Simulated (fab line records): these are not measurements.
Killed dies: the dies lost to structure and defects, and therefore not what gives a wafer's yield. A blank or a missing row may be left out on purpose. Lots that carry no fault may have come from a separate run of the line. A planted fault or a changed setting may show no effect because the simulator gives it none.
Matching of chambers :: flow nand-harc :: ald-hk-04 running NHARC_A_CHANNEL_FILL_D2_ALD_25: 4 sister chambers
The step deposits SiOx, target thk 60 nm, pulse time 10 s, ald cycles 600. 8 wafers are shown with their chamber, then 10 later ones without.

WAFERS, EACH WITH ITS CHAMBER
wafer: L082.6
chamber: 1
heater-power-w (W): 403
precursor-pulse-height-rel: 1.026

wafer: L089.2
chamber: 0
heater-power-w (W): 444
precursor-pulse-height-rel: 1.020

wafer: L089.6
chamber: 1
heater-power-w (W): 402
precursor-pulse-height-rel: 1.010

wafer: L087.4
chamber: 2
heater-power-w (W): 492
precursor-pulse-height-rel: 0.974

wafer: L087.5
chamber: 3
heater-power-w (W): 528
precursor-pulse-height-rel: 0.992

wafer: L087.6
chamber: 2
heater-power-w (W): 495
precursor-pulse-height-rel: 0.995

wafer: L087.1
chamber: 3
heater-power-w (W): 533
precursor-pulse-height-rel: 0.991

wafer: L087.2
chamber: 0
heater-power-w (W): 441
precursor-pulse-height-rel: 0.954

WAFERS WITHOUT THEIR CHAMBER
wafer: L087.3
heater-power-w (W): 400
precursor-pulse-height-rel: 0.999

wafer: L092.3
heater-power-w (W): 449
precursor-pulse-height-rel: 0.979

wafer: L092.5
heater-power-w (W): 397
precursor-pulse-height-rel: 0.969

wafer: L092.6
heater-power-w (W): 509
precursor-pulse-height-rel: 0.997

wafer: L096.2
heater-power-w (W): 519
precursor-pulse-height-rel: 1.018

wafer: L096.4
heater-power-w (W): 508
precursor-pulse-height-rel: 0.983

wafer: L096.5
heater-power-w (W): 499
precursor-pulse-height-rel: 1.011

wafer: L095.4
heater-power-w (W): 545
precursor-pulse-height-rel: 1.019

wafer: L095.2
heater-power-w (W): 408
precursor-pulse-height-rel: 1.007

wafer: L095.5
heater-power-w (W): 532
precursor-pulse-height-rel: 0.988

WHICH CHAMBER EACH WENT THROUGH
wafer: L087.3
from the rows above: 1
in truth: 1

wafer: L092.3
from the rows above: 0
in truth: 0

wafer: L092.5
from the rows above: 1
in truth: 1

wafer: L092.6
from the rows above: 2
in truth: 2

wafer: L096.2
from the rows above: 3
in truth: 3

wafer: L096.4
from the rows above: 2
in truth: 2

wafer: L096.5
from the rows above: 2
in truth: 2

wafer: L095.4
from the rows above: 3
in truth: 3

wafer: L095.2
from the rows above: 1
in truth: 1

wafer: L095.5
from the rows above: 3
in truth: 3
Placed correctly: 10 of 10. From these rows, 0 cannot be placed. Placed wrongly: 0.
How it was worked out, from the rows above alone: a wafer's distance from a chamber is the root of the sum, over the readings, of the square of ((its reading less the chamber's mean) divided by the reading's scatter). If the next closest chamber is less than 2 further off than the closest, the wafer can't be placed; otherwise it belongs to the closest. The mean given for a chamber averages the wafers shown for that chamber. How the scatter is found: for the shown wafers, subtract from each reading the mean of its chamber, square and add these, divide the total by (wafers less chambers), then take the root.
